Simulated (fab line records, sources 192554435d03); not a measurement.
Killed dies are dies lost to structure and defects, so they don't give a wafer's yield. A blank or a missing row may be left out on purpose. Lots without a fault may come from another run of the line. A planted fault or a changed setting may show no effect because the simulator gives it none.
Chamber matching | flow n5_finfet | N5_BEOL_M1_VIA_ETCH_34 on rie_diel-05: 4 sister chambers
The step etches the open film in C4F6/O2, target depth 67.8 nm, time 64.4 s. 20 wafers are shown with their chamber, then 10 later ones without.

WAFERS WITH THEIR CHAMBER
wafer  | chamber | throttle_valve_pct (%) | showerhead_plenum_p_Torr (Torr) | rf_vpp_V (V)
L077.1 | 2       | 30.2                   | 2.63                            | 651
L077.4 | 3       | 31.3                   | 2.98                            | 703
L077.5 | 3       | 31.3                   | 2.98                            | 703
L080.2 | 0       | 30.4                   | 2.78                            | 664
L080.4 | 3       | 31.3                   | 2.98                            | 701
L080.5 | 1       | 31.6                   | 2.72                            | 649
L082.1 | 2       | 30.2                   | 2.63                            | 650
L082.4 | 3       | 31.3                   | 2.98                            | 703
L082.5 | 0       | 30.4                   | 2.78                            | 664
L083.1 | 0       | 30.4                   | 2.78                            | 662
L083.4 | 1       | 31.6                   | 2.72                            | 648
L083.5 | 2       | 30.2                   | 2.63                            | 651
L087.1 | 1       | 31.6                   | 2.71                            | 649
L087.4 | 2       | 30.2                   | 2.62                            | 650
L087.6 | 0       | 30.4                   | 2.78                            | 662
L091.1 | 0       | 30.5                   | 2.78                            | 662
L091.3 | 3       | 31.3                   | 2.97                            | 702
L091.6 | 3       | 31.3                   | 2.97                            | 700
L093.2 | 1       | 31.6                   | 2.71                            | 649
L093.3 | 2       | 30.2                   | 2.62                            | 652

SIGNATURES (means of the wafers above)
reading                  | chamber 0 | chamber 1 | chamber 2 | chamber 3 | scatter within a chamber
throttle_valve_pct       | 30.420    | 31.600    | 30.200    | 31.300    | 0.0224
showerhead_plenum_p_Torr | 2.7800    | 2.7150    | 2.6260    | 2.9767    | 0.0047
rf_vpp_V                 | 662.80    | 648.75    | 650.80    | 702.00    | 1.01
Rule: a wafer's distance from a chamber is the root of the sum, over the readings, of the square of ((its reading less the chamber's mean) divided by the reading's scatter). The wafer belongs to the nearest chamber; if the next one is less than 2 further off, it can't be placed. The scatter: the root of (the sum of the squares of (reading less its chamber's mean) over the shown wafers, divided by (wafers less chambers)).

WAFERS WITHOUT THEIR CHAMBER
wafer  | throttle_valve_pct (%) | showerhead_plenum_p_Torr (Torr) | rf_vpp_V (V)
L093.5 | 30.4                   | 2.77                            | 663
L094.1 | 31.3                   | 2.97                            | 702
L094.4 | 30.5                   | 2.77                            | 662
L094.5 | 31.6                   | 2.71                            | 650
L097.1 | 31.6                   | 2.70                            | 648
L097.2 | 30.2                   | 2.62                            | 651
L097.3 | 31.3                   | 2.96                            | 702
L097.4 | 31.3                   | 2.97                            | 703
L097.5 | 31.6                   | 2.70                            | 646
L097.6 | 30.2                   | 2.61                            | 649

WHICH CHAMBER EACH WENT THROUGH
wafer  | from the rows above | in truth
L093.5 | 0                   | 0
L094.1 | 3                   | 3
L094.4 | 0                   | 0
L094.5 | 1                   | 1
L097.1 | 1                   | 1
L097.2 | 2                   | 2
L097.3 | 3                   | 3
L097.4 | 3                   | 3
L097.5 | 1                   | 1
L097.6 | 2                   | 2
Placed correctly: 10 of 10. Can't be placed from these rows: 0. Placed wrongly: 0.
